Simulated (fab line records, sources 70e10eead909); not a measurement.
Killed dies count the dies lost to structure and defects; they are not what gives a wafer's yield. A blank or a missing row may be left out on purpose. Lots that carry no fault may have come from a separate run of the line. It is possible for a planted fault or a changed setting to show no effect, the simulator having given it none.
What tool caused it? | flow nandHarc | 6 lots with 18 wafers sampled at 5 steps, on a route of 1159 steps

== WHAT EACH GAUGE READ, for each wafer ==
NHARC_P_GATE_CD_MEAS_59: target cd 720 nm.
lot  | measured     | on       | cdNm (nm)
L545 | day 6 01:41  | cdSem-01 | 719.8 722.6 718.5
L548 | day 6 19:43  | cdSem-02 | 722.1 720.3 721.0
L555 | day 8 20:29  | cdSem-03 | 725.3 720.3 720.5
L557 | day 9 06:24  | cdSem-03 | 720.7 719.9 719.9
L559 | day 9 18:29  | cdSem-03 | 716.6 717.8 723.5
L564 | day 10 14:40 | cdSem-03 | 721.4 721.0 720.8

== WHICH TOOL RAN EACH LOT (tool, then ch and the chambers of the sampled wafers, then the start) ==
lot  | NHARC_P_GATE_ETCH_104             | NHARC_P_GATE_HM_OPEN_105                    | NHARC_P_GATE_DESCUM_48            | NHARC_P_GATE_EXPOSE_56
L545 | rieDiel-09 ch 1,2,3, day 5 12:19  | rieDiel-09 ch 1,2, day 6 00:03 or earlier   | rieDiel-10 ch 0,3, day 6 00:03    | krfScanner-03 ch 0, day 6 01:32
L548 | rieDiel-09 ch 0,2, day 6 06:04    | rieDiel-09 ch 0,2, day 6 18:13 or earlier   | rieDiel-02 ch 1,2, day 6 18:13    | krfScanner-03 ch 0, day 6 19:33
L555 | rieDiel-10 ch 2,3, day 8 07:20    | rieDiel-10 ch 0,1, day 8 19:02 or earlier   | rieDiel-09 ch 0,2,3, day 8 19:02  | krfScanner-04 ch 0, day 8 20:20
L557 | rieDiel-02 ch 2,3, day 8 16:22    | rieDiel-02 ch 1,2,3, day 9 04:45 or earlier | rieDiel-10 ch 1,2, day 9 04:45    | krfScanner-01 ch 0, day 9 06:15
L559 | rieDiel-10 ch 2,3, day 9 04:17    | rieDiel-10 ch 0,1, day 9 16:43 or earlier   | rieDiel-10 ch 0,2, day 9 16:43    | krfScanner-01 ch 0, day 9 18:19
L564 | rieDiel-09 ch 0,1,3, day 10 00:04 | rieDiel-09 ch 1,3, day 10 13:13 or earlier  | rieDiel-10 ch 1,2,3, day 10 13:13 | krfScanner-04 ch 0, day 10 14:30
- NHARC_P_GATE_ETCH_104: etches the open film in CF4/CHF3, target depth 60 nm.
- NHARC_P_GATE_HM_OPEN_105: chemistry O2/COS, target depth 360 nm.
- NHARC_P_GATE_DESCUM_48: chemistry O2, time 3 s.
- NHARC_P_GATE_EXPOSE_56: exposes mask P PSD, target cd 720 nm.

== THE ANSWER, worked out from the rows above alone ==
Rule: the lots themselves supply what counts as usual. The widest of any qualifying gaps counts: lots, ordered by their means at a reading, are off when they make up no more than a third of the lots, leave a main group of 4 or more, and stand apart from it by 3 or more times the standard deviation of that group's means. Not used: any main group whose means are identical at the precision the tables above print for the reading. A lot without any number at a reading at which 4 lots or more have one is off too. All remaining lots with rows at the step are treated as sound.
No lot is off at any reading shown: from this, nothing can be told.

== WHAT WAS PUT IN BY THE SIMULATOR ==
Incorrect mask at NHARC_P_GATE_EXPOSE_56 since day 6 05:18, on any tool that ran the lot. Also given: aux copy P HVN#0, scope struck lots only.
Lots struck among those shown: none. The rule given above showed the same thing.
